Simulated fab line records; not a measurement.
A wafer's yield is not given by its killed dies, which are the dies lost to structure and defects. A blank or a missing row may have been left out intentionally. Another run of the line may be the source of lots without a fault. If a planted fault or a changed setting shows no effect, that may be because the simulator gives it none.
Chamber matching | flow nand-harc | 4 sister chambers for NHARC_A_STAIRCASE_TRIM_187 on rie-diel-01
The step chemistry O2, time 211.2 s. 18 wafers are shown with their chamber, then 9 later ones without.

== EACH WAFER AND ITS CHAMBER ==
wafer  | chamber | showerhead-plenum-p-Torr (Torr) | rf-vpp-V (V) | chamber-pressure-mTorr (mTorr)
L074.1 | 1       | 3.71                            | 56.9         | 59.97
L074.3 | 2       | 3.48                            | 58.9         | 59.98
L074.5 | 2       | 3.48                            | 57.4         | 60.08
L080.1 | 2       | 3.47                            | 58.7         | 60.03
L080.4 | 0       | 3.63                            | 58.3         | 60.03
L080.5 | 3       | 3.55                            | 58.2         | 60.00
L081.1 | 3       | 3.55                            | 57.7         | 59.97
L081.3 | 2       | 3.47                            | 58.3         | 59.97
L081.4 | 0       | 3.63                            | 58.1         | 59.96
L083.3 | 1       | 3.70                            | 57.6         | 59.99
L083.4 | 3       | 3.55                            | 57.9         | 60.06
L083.6 | 3       | 3.55                            | 58.5         | 59.95
L088.2 | 0       | 3.62                            | 58.1         | 59.95
L088.4 | 3       | 3.54                            | 57.0         | 59.95
L088.6 | 0       | 3.62                            | 58.1         | 60.09
L089.1 | 3       | 3.54                            | 57.9         | 59.98
L089.2 | 2       | 3.46                            | 58.0         | 60.02
L089.4 | 0       | 3.62                            | 56.7         | 60.00

SIGNATURES, as means of the wafers listed above
reading                  | chamber 0 | chamber 1 | chamber 2 | chamber 3 | scatter within a chamber
showerhead-plenum-p-Torr | 3.6240    | 3.7050    | 3.4720    | 3.5467    | 0.00645
rf-vpp-V                 | 57.860    | 57.250    | 58.260    | 57.867    | 0.577
chamber-pressure-mTorr   | 60.0060   | 59.9800   | 60.0160   | 59.9850   | 0.0458
Rule: a wafer's distance from a chamber is the root of the sum, over the readings, of the square of ((its reading less the chamber's mean) divided by the reading's scatter). The wafer belongs to the nearest chamber; if the next one is less than 2 further off, it can't be placed. The scatter is the square root of a quotient: the sum, over the shown wafers, of each reading's squared deviation from its chamber's mean, divided by wafers minus chambers.

== WAFERS WHOSE CHAMBER IS MISSING ==
wafer  | showerhead-plenum-p-Torr (Torr) | rf-vpp-V (V) | chamber-pressure-mTorr (mTorr)
L090.1 | 3.46                            | 56.9         | 59.92
L090.2 | 3.62                            | 57.6         | 59.99
L090.6 | 3.69                            | 58.7         | 59.96
L091.1 | 3.54                            | 58.0         | 60.05
L091.5 | 3.62                            | 57.7         | 60.07
L091.6 | 3.54                            | 57.4         | 59.99
L095.1 | 3.61                            | 58.2         | 59.91
L095.2 | 3.53                            | 59.0         | 59.92
L095.3 | 3.45                            | 56.7         | 60.02

== THE CHAMBER EACH PASSED THROUGH ==
wafer  | from the rows above | in truth
L090.1 | 2                   | 2
L090.2 | 0                   | 0
L090.6 | 1                   | 1
L091.1 | 3                   | 3
L091.5 | 0                   | 0
L091.6 | 3                   | 3
L095.1 | 0                   | 0
L095.2 | 3                   | 3
L095.3 | 2                   | 2
Correct placement for 9 of the 9. Not placeable from these rows: 0. Placed wrongly: 0.
